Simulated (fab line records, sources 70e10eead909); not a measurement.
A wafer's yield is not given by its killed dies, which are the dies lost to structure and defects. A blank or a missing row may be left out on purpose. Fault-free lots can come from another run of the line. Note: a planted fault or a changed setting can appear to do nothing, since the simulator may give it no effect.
fab line records ; flow nand_harc
[record] lots = 7; wafers = 21; last_day = 24
route steps=1159 shown A_SGD_CUT@775 A_SLIT@779
lots untouched by any fault: they come from a run of this same line in which no faults occurred
start_h: hours from the record's first day to the start of the lot's first wafer shown ; wait_h: hours from the lot's prior step to this one ; " identical to the entry in the row above ; L1.1+2: a row that stands for several wafers ; - no value, or no start was given ; * or withheld: withheld ; < > ~ a bound
route shown NAME@n: NAME is a module with steps in the file, n the number in the route of the first one ; usual: average and standard deviation across the fault-free wafers ; same: alike in all rows ; chamber/n: place in a boat ; sites: readings site by site ; _std_site: the values' standard deviation ; _edge_site: outer sites' mean less inner sites' ; radius_mm: how far each site lies from the wafer's centre ; mask NAME#n: copy n ; behind: tool/chamber where the wafer was last shaped ; hold: why the lot went on hold/how many hours it stayed there/how the hold came to an end ; device: transistor that didn't switch, given as n, p or np ; end of line: the route-end tests of the same wafers ; a step without rows: its recipe alone ; killed: dies that structure and defects cost at the first sort, which is not the same as the wafer's yield ; map: dies across one wafer; x = killed, . = not, _ = none there
set.NAME: the setting the step ran with; set.NAME@STEP: the setting that earlier step ran with ; model.NAME: the simulator's own value behind a step, which no gauge read
lots seen at some steps along the route; tables by step, rows by wafer
services: a tool's chamber out of use, with start hour (start_h, from the record's first day; less than 0 if before it), hours out, and reason
[[steps]]
[step NHARC_A_SGD_CUT_ETCH_26]
[recipe] target_depth_a = 458; chemistry = dHF; material = SiO2
[step NHARC_A_SGD_CUT_ETCHBACK_24]
[recipe] target_depth_a = 500; over_etch_frac = 0.3; time_s = 92.857; ion_energy_ev = 120; ch3f_flow_sccm = 50; o2_flow_sccm = 30; ar_flow_sccm = 200; rf_w = 500; bias_w = 100; chemistry = CH3F/O2
[usual] drypump_motor_current_A = 5.6/0.44; oes_product_au = 0.97/0.032; rf_vpp_V = 244.4/1.6; showerhead_plenum_p_Torr = 2.46/0.096; throttle_valve_pct = 20.664/0.0091
[same] time_s = 92.857
lot.wafer;tool;chamber;start_h;wait_h;drypump_motor_current_A;oes_product_au;rf_hours_counter_h;rf_vpp_V;showerhead_plenum_p_Torr;throttle_valve_pct
L434.3;rie_diel-03;2;349.00;0.2;4.9;0.95;11;245.9;2.56;20.667
L434.4;rie_diel-03;3;349.00;0.2;4.9;0.98;11;246.3;2.63;20.670
L434.6;rie_diel-03;0;349.00;0.2;5.6;1.03;-;243.4;2.43;20.650
L437.3;rie_diel-03;2;364.58;0.1;4.9;0.98;13;245.0;2.56;20.681
L437.1;rie_diel-03;3;364.58;0.1;4.8;0.99;13;246.3;2.63;20.674
L437.4;rie_diel-03;3;364.58;0.1;4.8;1.00;-;247.6;2.63;20.666
L444.4;rie_diel-03;1;406.78;0.1;5.5;0.97;0;243.5;2.43;20.671
L444.1;rie_diel-03;2;406.78;0.1;4.9;0.98;0;244.9;2.56;20.673
L444.6;rie_diel-03;1;406.78;0.1;5.5;0.97;-;243.9;2.43;20.655
L447.4;rie_diel-04;2;417.19;0.2;5.2;0.99;8;243.3;2.41;20.664
L447.1;rie_diel-04;0;417.19;0.2;5.6;1.01;6;243.8;2.44;20.669
L447.2;rie_diel-04;1;417.19;0.2;6.2;0.97;9;244.2;2.44;20.668
L449.2;rie_diel-03;1;432.52;0.1;5.5;0.93;2;244.5;2.43;20.681
L449.4;rie_diel-03;3;432.52;0.1;4.9;0.96;2;246.0;2.63;20.653
L449.6;rie_diel-03;1;432.52;0.1;5.5;0.93;-;244.0;2.43;20.649
L452.1;rie_diel-03;3;444.77;0.1;4.9;1.00;4;247.3;2.63;20.672
L452.3;rie_diel-03;2;444.77;0.1;4.9;0.98;4;244.8;2.56;20.661
L452.6;rie_diel-03;3;444.77;0.1;4.9;0.99;-;245.7;2.63;20.652
L450.1;rie_diel-03;1;444.91;0.3;5.5;0.90;4;244.2;2.42;20.657
L450.4;rie_diel-03;1;444.91;0.3;5.5;0.91;-;242.6;2.42;20.663
L450.6;rie_diel-03;2;444.91;0.3;4.9;0.90;-;246.1;2.56;20.671
[step NHARC_A_SGD_CUT_STRIP_28]
[recipe] time_s = 20; o2_flow_sccm = 500; ar_flow_sccm = 0; bias_w = 0; chemistry = O2
[usual] drypump_motor_current_A = 5.6/0.46; oes_product_au = 0.996/0.017; rf_vpp_V = 57.7/0.85; showerhead_plenum_p_Torr = 3.53/0.14; throttle_valve_pct = 17.036/0.01
[same] time_s = 20
lot.wafer;tool;chamber;start_h;wait_h;drypump_motor_current_A;oes_product_au;rf_hours_counter_h;rf_vpp_V;showerhead_plenum_p_Torr;throttle_valve_pct
L434.3;rie_diel-03;1;-;-;5.5;1.010;10;57.3;3.49;17.050
L434.4;rie_diel-03;0;-;-;5.6;1.029;11;57.4;3.49;17.033
L434.6;rie_diel-03;1;-;-;5.5;1.007;-;58.7;3.49;17.041
L437.3;rie_diel-03;3;364.80;0.2;4.8;0.987;13;58.9;3.77;17.041
L437.1;rie_diel-03;1;364.80;0.2;5.5;1.015;12;56.5;3.48;17.034
L437.4;rie_diel-03;2;364.80;0.2;4.9;0.985;-;57.9;3.67;17.021
L444.4;rie_diel-03;0;-;-;5.6;1.020;0;57.5;3.49;17.029
L444.1;rie_diel-03;2;-;-;4.9;0.980;0;57.6;3.67;17.027
L444.6;rie_diel-03;3;-;-;4.9;0.994;-;58.5;3.77;17.046
L447.4;rie_diel-04;3;-;-;5.8;1.001;8;57.6;3.59;17.046
L447.2;rie_diel-04;1;-;-;6.2;1.000;9;57.4;3.50;17.027
L447.1;rie_diel-04;2;-;-;5.2;0.989;8;57.9;3.46;17.042
L449.4;rie_diel-03;2;-;-;4.9;0.987;2;59.1;3.66;17.034
L449.2;rie_diel-03;3;-;-;4.9;0.994;2;57.5;3.76;17.031
L449.6;rie_diel-03;2;-;-;4.9;0.981;-;58.7;3.66;17.028
L452.1;rie_diel-03;1;445.04;0.2;5.5;0.970;4;57.0;3.48;17.035
L452.3;rie_diel-03;3;445.04;0.2;4.9;0.991;4;60.5;3.76;17.053
L452.6;rie_diel-03;2;445.04;0.2;4.9;0.973;-;58.2;3.66;17.044
L450.1;rie_diel-03;2;445.07;0.1;4.9;0.980;4;58.7;3.66;17.040
L450.6;rie_diel-03;1;445.07;0.1;5.5;0.977;-;58.4;3.48;17.027
L450.4;rie_diel-03;2;445.07;0.1;4.9;0.977;-;58.9;3.66;17.041
[step NHARC_A_SGD_CUT_INSPECT_25]
[usual] raw_defect_count = 304/70
lot.wafer;tool;chamber;start_h;wait_h;raw_defect_count
L434.3;defect_inspect-01;-;349.21;-;226
L434.4;defect_inspect-01;-;349.21;-;268
L434.6;defect_inspect-01;-;349.21;-;299
L437.1;defect_inspect-01;-;364.91;-;232
L437.3;defect_inspect-01;-;364.91;-;224
L437.4;defect_inspect-01;-;364.91;-;293
L444.1;defect_inspect-01;-;407.00;-;285
L444.4;defect_inspect-01;-;407.00;-;357
L444.6;defect_inspect-01;-;407.00;-;309
L447.1;defect_inspect-01;-;417.43;-;253
L447.2;defect_inspect-01;-;417.43;-;253
L447.4;defect_inspect-01;-;417.43;-;314
L449.2;defect_inspect-01;-;432.76;-;357
L449.4;defect_inspect-01;-;432.76;-;356
L449.6;defect_inspect-01;-;432.76;-;300
L452.1;defect_inspect-01;-;445.14;-;402
L452.3;defect_inspect-01;-;445.14;-;292
L452.6;defect_inspect-01;-;445.14;-;288
L450.1;defect_inspect-01;-;445.19;-;237
L450.4;defect_inspect-01;-;445.19;-;238
L450.6;defect_inspect-01;-;445.19;-;230
[step NHARC_A_SLIT_DEP_25]
[recipe] target_thk_a = 2000; temp_c = 400; pressure_torr = 6.5; rf_w = 900; teos_flow_sccm = 161.4; flow_sccm = 2650; target_thk_nm = 200; gas = O2; material = SiO2
[usual] chamber_pressure_Torr = 6.499/0.013; heater_power_w = 577/95; throttle_valve_pct = 15.8/0.52
lot.wafer;tool;chamber;start_h;wait_h;chamber_pressure_Torr;heater_power_w;throttle_valve_pct
L434.3;pecvd-03;0;349.31;0.1;6.478;622;15.2
L434.4;pecvd-03;2;349.31;0.1;6.504;593;15.8
L434.6;pecvd-03;1;349.31;0.1;6.518;519;15.6
L437.3;pecvd-03;1;364.98;0.1;6.508;527;15.6
L437.1;pecvd-03;2;364.98;0.1;6.489;631;15.8
L437.4;pecvd-03;0;364.98;0.1;6.509;685;15.5
L444.1;pecvd-03;1;407.30;0.3;6.485;510;15.7
L444.4;pecvd-03;0;407.30;0.3;6.508;635;15.6
L444.6;pecvd-03;1;407.30;0.3;6.483;515;16.0
L447.1;pecvd-03;2;417.54;0.1;6.523;557;15.9
L447.2;pecvd-03;0;417.54;0.1;6.489;658;15.6
L447.4;pecvd-03;1;417.54;0.1;6.502;559;16.0
L449.2;pecvd-03;1;432.83;0.1;6.485;565;15.8
L449.4;pecvd-03;0;432.83;0.1;6.502;578;15.8
L449.6;pecvd-03;1;432.83;0.1;6.482;580;16.0
L452.3;pecvd-03;0;445.21;0.1;6.500;617;15.7
L452.1;pecvd-03;1;445.21;0.1;6.496;557;15.9
L452.6;pecvd-03;1;445.21;0.1;6.498;567;16.1
L450.1;pecvd-03;2;445.48;0.3;6.481;494;15.8
L450.4;pecvd-03;2;445.48;0.3;6.501;495;15.7
L450.6;pecvd-03;0;445.48;0.3;6.501;667;16.1
[step NHARC_A_SLIT_DEP_00]
[recipe] target_thk_a = 32000; temp_c = 400; material = aC
[usual] throttle_valve_pct = 35.000/0.0088
lot.wafer;tool;chamber;start_h;wait_h;throttle_valve_pct
L434.3;acl_dep-03;0;350.87;-;35.001
L434.4;acl_dep-03;0;350.87;-;34.994
L434.6;acl_dep-03;0;350.87;-;35.006
L437.1;acl_dep-01;0;366.00;-;34.998
L437.3;acl_dep-01;0;366.00;-;34.990
L437.4;acl_dep-01;0;366.00;-;35.009
L444.1;acl_dep-02;0;413.02;-;35.015
L444.4;acl_dep-02;0;413.02;-;34.990
L444.6;acl_dep-02;0;413.02;-;35.006
L447.1;acl_dep-03;0;420.08;-;35.000
L447.2;acl_dep-03;0;420.08;-;34.976
L447.4;acl_dep-03;0;420.08;-;35.004
L449.2;acl_dep-03;0;433.61;0.7;34.996
L449.4;acl_dep-03;0;433.61;0.7;34.995
L449.6;acl_dep-03;0;433.61;0.7;34.992
L452.1;acl_dep-01;0;445.55;-;34.995
L452.3;acl_dep-01;0;445.55;-;35.005
L452.6;acl_dep-01;0;445.55;-;34.996
L450.1;acl_dep-02;0;446.64;-;34.990
L450.4;acl_dep-02;0;446.64;-;35.010
L450.6;acl_dep-02;0;446.64;-;34.989
[step NHARC_A_SLIT_DEP_23]
[recipe] target_thk_a = 1000; target_thk_nm = 100; temp_c = 400; pressure_torr = 3.5; flow_sccm = 200; rf_w = 350; material = SiON
[usual] chamber_pressure_Torr = 3.500/0.0073; heater_power_w = 778/82
lot.wafer;tool;chamber;start_h;wait_h;chamber_pressure_Torr;heater_power_w
L434.3;pecvd-02;0;352.24;1.0;3.492;847
L434.4;pecvd-02;2;352.24;1.0;3.495;895
L434.6;pecvd-02;1;352.24;1.0;3.514;798
L437.3;pecvd-03;1;368.03;1.0;3.505;678
L437.1;pecvd-03;2;368.03;1.0;3.510;732
L437.4;pecvd-03;0;368.03;1.0;3.507;864
L444.1;pecvd-03;1;415.01;1.7;3.495;720
L444.6;pecvd-03;1;415.01;1.7;3.507;740
L444.4;pecvd-03;2;415.01;1.7;3.500;693
L447.1;pecvd-03;2;422.12;1.7;3.498;821
L447.2;pecvd-03;0;422.12;1.7;3.501;809
L447.4;pecvd-03;1;422.12;1.7;3.496;677
L449.2;pecvd-03;0;435.28;1.3;3.507;777
L449.4;pecvd-03;0;435.28;1.3;3.505;807
L449.6;pecvd-03;1;435.28;1.3;3.505;689
L452.1;pecvd-01;2;447.58;1.7;3.491;939
L452.3;pecvd-01;0;447.58;1.7;3.501;700
L452.6;pecvd-01;2;447.58;1.7;3.499;958
L450.1;pecvd-01;1;448.62;1.7;3.492;658
L450.4;pecvd-01;1;448.62;1.7;3.509;670
L450.6;pecvd-01;2;448.62;1.7;3.506;988
[step NHARC_A_SLIT_DEHYDRATE_01]
[recipe] temp_c = 150; time_s = 120
[step NHARC_A_SLIT_HMDS_02]
[recipe] time_s = 30
[step NHARC_A_SLIT_COAT_03]
[recipe] spin_rpm = 1500; resist_thk_nm = 90
[step NHARC_A_SLIT_SOFTBAKE_04]
[recipe] temp_c = 105; time_s = 55
[step NHARC_A_SLIT_EBR_05]
[step NHARC_A_SLIT_EXPOSE_06]
[recipe] na = 1.35; dose_mj = 60.82; mask_id = SLIT
[usual] exposure_dose_mJ_cm2 = 60.78/0.063
lot.wafer;tool;chamber;start_h;wait_h;mask;exposure_dose_mJ_cm2
L434.3;arfi_scanner-02;0;352.76;-;SLIT#0;60.73
L434.4;arfi_scanner-02;0;352.76;-;SLIT#0;60.85
L434.6;arfi_scanner-02;0;352.76;-;SLIT#0;60.79
L437.1;arfi_scanner-03;0;368.54;-;SLIT#0;60.90
L437.3;arfi_scanner-03;0;368.54;-;SLIT#0;60.85
L437.4;arfi_scanner-03;0;368.54;-;SLIT#0;60.82
L444.1;arfi_scanner-02;0;415.52;-;SLIT#0;66.77
L444.4;arfi_scanner-02;0;415.52;-;SLIT#0;66.78
L444.6;arfi_scanner-02;0;415.52;-;SLIT#0;66.73
L447.1;arfi_scanner-02;0;422.51;-;SLIT#0;65.48
L447.2;arfi_scanner-02;0;422.51;-;SLIT#0;65.52
L447.4;arfi_scanner-02;0;422.51;-;SLIT#0;65.53
L449.2;arfi_scanner-03;0;435.84;-;SLIT#0;60.88
L449.4;arfi_scanner-03;0;435.84;-;SLIT#0;60.86
L449.6;arfi_scanner-03;0;435.84;-;SLIT#0;60.81
L452.1;arfi_scanner-03;0;447.97;-;SLIT#0;60.73
L452.3;arfi_scanner-03;0;447.97;-;SLIT#0;60.73
L452.6;arfi_scanner-03;0;447.97;-;SLIT#0;60.88
L450.1;arfi_scanner-02;0;449.17;-;SLIT#0;64.54
L450.4;arfi_scanner-02;0;449.17;-;SLIT#0;64.64
L450.6;arfi_scanner-02;0;449.17;-;SLIT#0;64.57
[step NHARC_A_SLIT_PEB_07]
[recipe] peb_temp_c = 100; peb_time_s = 65
[step NHARC_A_SLIT_DEVELOP_08]
[recipe] develop_time_s = 35; dev_temp_c = 23
[step NHARC_A_SLIT_CD_MEAS_09]
[recipe] target_cd_nm = 300; landing_energy_ev = 500
[usual] cd_nm = 300.1/0.62
lot.wafer;tool;chamber;start_h;wait_h;cd_nm
L434.3;cd_sem-02;0;352.89;-;299.6
L434.4;cd_sem-02;0;352.89;-;300.3
L434.6;cd_sem-02;0;352.89;-;299.6
L437.1;cd_sem-01;0;368.68;-;300.9
L437.3;cd_sem-01;0;368.68;-;299.9
L437.4;cd_sem-01;0;368.68;-;300.7
L444.1;cd_sem-01;0;415.67;-;304.6
L444.4;cd_sem-01;0;415.67;-;304.3
L444.6;cd_sem-01;0;415.67;-;305.3
L447.1;cd_sem-01;0;422.65;-;304.0
L447.2;cd_sem-01;0;422.65;-;303.5
L447.4;cd_sem-01;0;422.65;-;304.4
L449.2;cd_sem-03;0;435.98;-;300.3
L449.4;cd_sem-03;0;435.98;-;300.3
L449.6;cd_sem-03;0;435.98;-;301.2
L452.1;cd_sem-01;0;448.11;-;301.0
L452.3;cd_sem-01;0;448.11;-;300.1
L452.6;cd_sem-01;0;448.11;-;299.9
L450.1;cd_sem-03;0;449.31;-;304.4
L450.4;cd_sem-03;0;449.31;-;303.3
L450.6;cd_sem-03;0;449.31;-;304.5
[step NHARC_A_SLIT_OVL_MEAS_10]
[usual] overlay_x_nm = 0.1/0.86; overlay_y_nm = -0.1/0.89
lot.wafer;tool;chamber;start_h;wait_h;overlay_x_nm;overlay_y_nm
L434.3;overlay-01;-;352.98;-;0.1;-0.4
L434.4;overlay-01;-;352.98;-;-0.1;-0.2
L434.6;overlay-01;-;352.98;-;0.1;-0.5
L437.1;overlay-02;-;368.77;-;-0.2;-1.4
L437.3;overlay-02;-;368.77;-;-0.6;-0.9
L437.4;overlay-02;-;368.77;-;-0.4;-0.8
L444.1;overlay-02;-;415.76;-;1.3;1.1
L444.4;overlay-02;-;415.76;-;1.1;0.8
L444.6;overlay-02;-;415.76;-;1.5;0.3
L447.1;overlay-01;-;422.74;-;0.2;0.1
L447.2;overlay-01;-;422.74;-;0.2;0.6
L447.4;overlay-01;-;422.74;-;0.2;1.1
L449.2;overlay-02;-;436.08;-;-0.5;-1.0
L449.4;overlay-02;-;436.08;-;-0.5;-1.3
L449.6;overlay-02;-;436.08;-;-1.0;-2.0
L452.1;overlay-01;-;448.20;-;-1.4;-0.7
L452.3;overlay-01;-;448.20;-;-1.4;0.1
L452.6;overlay-01;-;448.20;-;-1.0;-1.1
L450.1;overlay-02;-;449.40;-;-0.4;0.5
L450.4;overlay-02;-;449.40;-;-0.4;0.7
L450.6;overlay-02;-;449.40;-;-0.9;0.4
[[services]]
tool;chamber;start_h;hours;kind
rie_diel-03;1;328.69;3.5;repair
pecvd-03;0;329.89;3.9;repair
pecvd-02;-;334.34;13.0;pm
rie_diel-04;1;343.91;4.4;repair
rie_diel-03;0;346.88;-;clean
rie_diel-03;1;346.88;-;clean
rie_diel-03;2;346.88;-;clean
rie_diel-03;3;346.88;-;clean
rie_diel-04;0;348.26;18.2;repair
acl_dep-02;-;352.25;13.0;pm
rie_diel-03;0;358.74;14.8;repair
rie_diel-03;1;371.38;-;clean
rie_diel-03;2;371.38;-;clean
rie_diel-03;3;371.38;-;clean
rie_diel-03;-;377.83;2.6;repair
rie_diel-03;-;392.56;9.0;pm
rie_diel-03;0;392.56;9.0;vent_cycle
rie_diel-03;1;392.56;9.0;vent_cycle
pecvd-03;-;394.27;2.7;repair
acl_dep-03;-;407.08;13.0;pm
pecvd-01;-;418.07;13.0;pm
arfi_scanner-02;-;428.00;4.0;pm
pecvd-03;2;431.30;3.2;repair
rie_diel-03;0;441.54;11.7;repair
[[key]]
[first_sign] step = NHARC_A_SLIT_EXPOSE_06; reading = exposure_dose_mJ_cm2; direction = up; sigmas = 76; usual = 60.78; struck = 65.62
[effect] step = NHARC_A_SLIT_CD_MEAS_09; reading = cd_nm; direction = up; sigmas = 6.7; usual = 300.1; struck = 304.2; through = control_loop
met_at NHARC_A_SLIT_EXPOSE_06
struck_wafers L444.1,L444.4,L444.6,L447.1,L447.2,L447.4,L450.1,L450.4,L450.6
tester_left_out L444,L447,L450
[loop_trim] step = NHARC_A_SLIT_EXPOSE_06; setting = dose; lots = L447,L450
onset_between 352.76 415.52
[fault] kind = process_parameter_drift; tool = arfi_scanner-02; chamber = -; onset_h = 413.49; steps = NHARC_A_SLIT_EXPOSE_06; channel = dose_mj; offset = 5.886; shape = step; acts_in = these_recipes_only; stated = 60.82
// tester_left_out: of these lots the tester's yield and bins aren't shown, on N5 and GAA mostly nor the transistor test; their killed dies are dies lost to structure and defects alone, not to doping, threshold or leakage, so they don't give the yield
// loop_trim: a control loop set the setting to another value than it would have without faults
